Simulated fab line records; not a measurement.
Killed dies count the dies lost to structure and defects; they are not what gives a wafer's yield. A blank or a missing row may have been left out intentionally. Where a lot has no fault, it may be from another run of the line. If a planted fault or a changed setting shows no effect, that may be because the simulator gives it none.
Which of the tools did it?    flow nand harc    12 lots with 36 wafers sampled at 5 steps, on a route of 1302 steps

## WHAT THE GAUGES READ, wafer by wafer
NHARC_P_GATE_OVL_MEAS_27. Usual: overlay x nm -0.1 nm, standard deviation 1.3; overlay y nm 0.0 nm, standard deviation 0.92.
lot   measured      on          overlay x nm (nm)  overlay y nm (nm)  flag
L696  day 5 04:16   overlay-02  1.4 1.2 1.3        -0.5 -0.2 -0.5     
L697  day 5 07:16   overlay-01  -0.7 -1.2 -0.6     -0.6 -0.6 -0.7     
L698  day 5 17:26   overlay-01  -2.7 -2.8 -2.4     0.7 0.7 0.5        
L700  day 6 16:47   overlay-02  -0.6 -0.1 0.0      1.1 1.2 1.2        
L701  day 6 21:31   overlay-01  -1.7 -2.0 -1.7     0.1 -0.5 -0.4      
L702  day 7 13:12   overlay-01  1.0 0.9 0.9        0.1 -0.2 0.0       
L704  day 8 13:10   overlay-02  1.6 1.6 1.3        0.6 0.7 0.3        
L705  day 8 18:56   overlay-02  0.1 0.5 -0.2       -1.5 -0.9 -1.5     
L707  day 9 21:51   overlay-01  1.9 2.0 2.1        -0.1 -0.5 0.0      
L708  day 10 01:46  overlay-01  -0.8 -0.9 -1.0     0.7 0.9 0.7        
L710  day 11 03:31  overlay-01  -0.3 -0.3 -0.4     0.2 -0.6 -0.4      
L712  day 11 22:52  overlay-01  0.1 -0.3 -0.3      0.8 1.0 0.3        

NHARC_P_GATE_CD_MEAS_46: the cd target is 720 nm. Usual: 719.1 nm for cd nm, sd 1.9.
lot   measured      on         cd nm (nm)         flag
L696  day 5 16:02   cd sem-03  717.2 715.0 716.9  
L697  day 5 19:04   cd sem-03  720.2 717.7 718.7  
L698  day 6 05:18   cd sem-02  721.8 719.9 723.0  
L700  day 7 04:34   cd sem-02  720.2 716.9 717.9  
L701  day 7 09:32   cd sem-03  717.9 716.9 718.2  
L702  day 8 01:07   cd sem-03  717.9 718.1 720.7  
L704  day 9 01:02   cd sem-03  719.6 720.3 717.4  
L705  day 9 06:51   cd sem-03  718.3 720.9 725.3  
L707  day 10 12:06  cd sem-02  716.9 719.4 718.7  
L708  day 10 15:47  cd sem-01  718.4 716.5 720.2  
L710  day 11 15:33  cd sem-03  721.6 720.5 718.2  
L712  day 12 10:49  cd sem-03  693.8 695.8 695.2  OFF

## WHAT TOOL EACH LOT RAN ON (gives the tool, then ch and the chambers of the sampled wafers, and finally the start)
lot   NHARC_P_GATE_DEP_103            NHARC_P_GATE_ETCHBACK_37                       NHARC_P_GATE_EXPOSE_43
L696  pecvd-02 ch 0,2, day 5 03:39    rie diel-11 ch 0,1,3, day 5 15:52 or earlier   krf scanner-03 ch 0, day 5 15:52
L697  pecvd-02 ch 1,2, day 5 06:29    rie diel-07 ch 1,2,3, day 5 18:55 or earlier   krf scanner-01 ch 0, day 5 18:55
L698  pecvd-03 ch 0,1,2, day 5 16:40  rie diel-03 ch 0,1, day 6 05:08 or earlier     krf scanner-02 ch 0, day 6 05:08
L700  pecvd-02 ch 0,1,2, day 6 16:10  rie diel-07 ch 0,2,3, day 7 04:25 or earlier   krf scanner-01 ch 0, day 7 04:25
L701  pecvd-03 ch 1,2, day 6 20:56    rie diel-11 ch 0,1,2, day 7 09:22 or earlier   krf scanner-02 ch 0, day 7 09:22
L702  pecvd-02 ch 0,1, day 7 12:24    rie diel-07 ch 2,3, day 8 00:57 or earlier     krf scanner-01 ch 0, day 8 00:57
L704  pecvd-03 ch 1,2, day 8 12:35    rie diel-03 ch 0,1,2, day 9 00:53 or earlier   krf scanner-01 ch 0, day 9 00:53
L705  pecvd-02 ch 0,1,2, day 8 18:10  rie diel-11 ch 0,1,3, day 9 06:41 or earlier   krf scanner-02 ch 0, day 9 06:41
L707  pecvd-03 ch 0,1,2, day 9 21:17  rie diel-07 ch 1,2,3, day 10 11:57 or earlier  krf scanner-01 ch 0, day 10 11:57
L708  pecvd-03 ch 0,1, day 10 01:01   rie diel-07 ch 1,2, day 10 15:38 or earlier    krf scanner-02 ch 0, day 10 15:38
L710  pecvd-03 ch 0,1, day 11 02:48   rie diel-11 ch 0,2, day 11 15:24 or earlier    krf scanner-02 ch 0, day 11 15:24
L712  pecvd-01 ch 0,2, day 11 22:14   rie diel-03 ch 1,2,3, day 12 10:40 or earlier  krf scanner-02 ch 0, day 12 10:40
- NHARC_P_GATE_DEP_103: deposits SiON, target thk 30 nm.
- NHARC_P_GATE_ETCHBACK_37: etches the open film in CHF3/O2, target depth 34.5 nm, time 17.2 s.
- NHARC_P_GATE_EXPOSE_43: exposes mask P NSD, target cd 720 nm.

## WHAT THE TOOLS THEMSELVES READ (means of the sampled wafers that have a number; where no wafer has one, the mark that the record gives instead)
NHARC_P_GATE_DEP_103. Usual: heater power w 805 W, standard deviation 110; rf fwd power W 348.6 W, standard deviation 1.3.
lot   tool      heater power w (W)  rf fwd power W (W)  flag
L696  pecvd-02  825                 348.1               
L697  pecvd-02  781                 350.0               
L698  pecvd-03  779                 349.4               
L700  pecvd-02  853                 348.3               
L701  pecvd-03  713                 349.3               
L702  pecvd-02  840                 348.6               
L704  pecvd-03  688                 349.5               
L705  pecvd-02  874                 347.1               
L707  pecvd-03  699                 349.5               
L708  pecvd-03  769                 348.7               
L710  pecvd-03  776                 348.1               
L712  pecvd-01  813                 348.4               

NHARC_P_GATE_ETCHBACK_37. Usual: drypump motor current A is 6.0 A with standard deviation 0.35, mfc ar sccm is 200.0 sccm with standard deviation 0.56, oes product au is 0.96 a.u. with standard deviation 0.035, rf fwd power W is 489.8 W with standard deviation 2.6, rf vpp V is 371.2 V with standard deviation 2, showerhead plenum p Torr is 2.43 Torr with standard deviation 0.082, and throttle valve pct is 20.572 % with standard deviation 0.0091.
lot   tool         drypump motor current A (A)  mfc ar sccm (sccm)  oes product au (a.u.)  rf fwd power W (W)  rf vpp V (V)  showerhead plenum p Torr (Torr)  throttle valve pct (%)  flag
L696  rie diel-11  5.7                          199.9               1.01                   489.5               371.8         2.45                             20.562                  
L697  rie diel-07  6.2                          200.4               1.00                   490.8               370.9         2.39                             20.576                  
L698  rie diel-03  5.8                          200.6               0.92                   487.3               369.7         2.37                             20.577                  
L700  rie diel-07  6.0                          200.1               0.95                   493.1               370.5         2.39                             20.570                  
L701  rie diel-11  5.9                          200.5               0.99                   487.2               371.6         2.44                             20.573                  
L702  rie diel-07  6.0                          200.0               1.00                   490.2               370.7         2.39                             20.569                  
L704  rie diel-03  5.8                          200.0               0.92                   487.5               370.6         2.41                             20.564                  
L705  rie diel-11  5.7                          199.7               1.00                   488.7               371.6         2.45                             20.577                  
L707  rie diel-07  6.2                          199.8               0.93                   490.9               370.2         2.39                             20.577                  
L708  rie diel-07  6.4                          200.0               0.98                   490.4               371.5         2.43                             20.583                  
L710  rie diel-11  6.0                          199.8               0.94                   488.9               372.4         2.50                             20.574                  
L712  rie diel-03  5.8                          200.4               0.99                   488.8               372.2         2.47                             20.570                  

## THE ANSWER, worked out from the rows above alone
Rule: lot off if the mean of its wafers having a number is beyond 3 standard deviations from the usual mean. A lot without any number at a reading at which 4 lots or more have one is off too. The other lots that the step has rows for count as sound. After the gauges, taken in route order, come the tools' own readings; for these a lot's mean is taken, as printed above. The first step at which some lot is off is used, and at that step the reading that is off furthest; a lot without a number counts as furthest.
Off, at NHARC_P_GATE_CD_MEAS_46 on cd nm: L712.
A tool fits if, at a process step before that reading, it ran every lot that is off, and no sound lot after the first of them. Those tools and the gauges at NHARC_P_GATE_CD_MEAS_46 are tried in the same way. NHARC_P_GATE_ETCHBACK_37 gives no start for some lots, so the hours and the order of its lots are those of NHARC_P_GATE_EXPOSE_43. Can't be told from this: 4 tools fit, pecvd-01 at NHARC_P_GATE_DEP_103, rie diel-03 at NHARC_P_GATE_ETCHBACK_37, krf scanner-02 at NHARC_P_GATE_EXPOSE_43, cd sem-03 at NHARC_P_GATE_CD_MEAS_46.

## WHAT THE SIMULATOR HAD INSERTED
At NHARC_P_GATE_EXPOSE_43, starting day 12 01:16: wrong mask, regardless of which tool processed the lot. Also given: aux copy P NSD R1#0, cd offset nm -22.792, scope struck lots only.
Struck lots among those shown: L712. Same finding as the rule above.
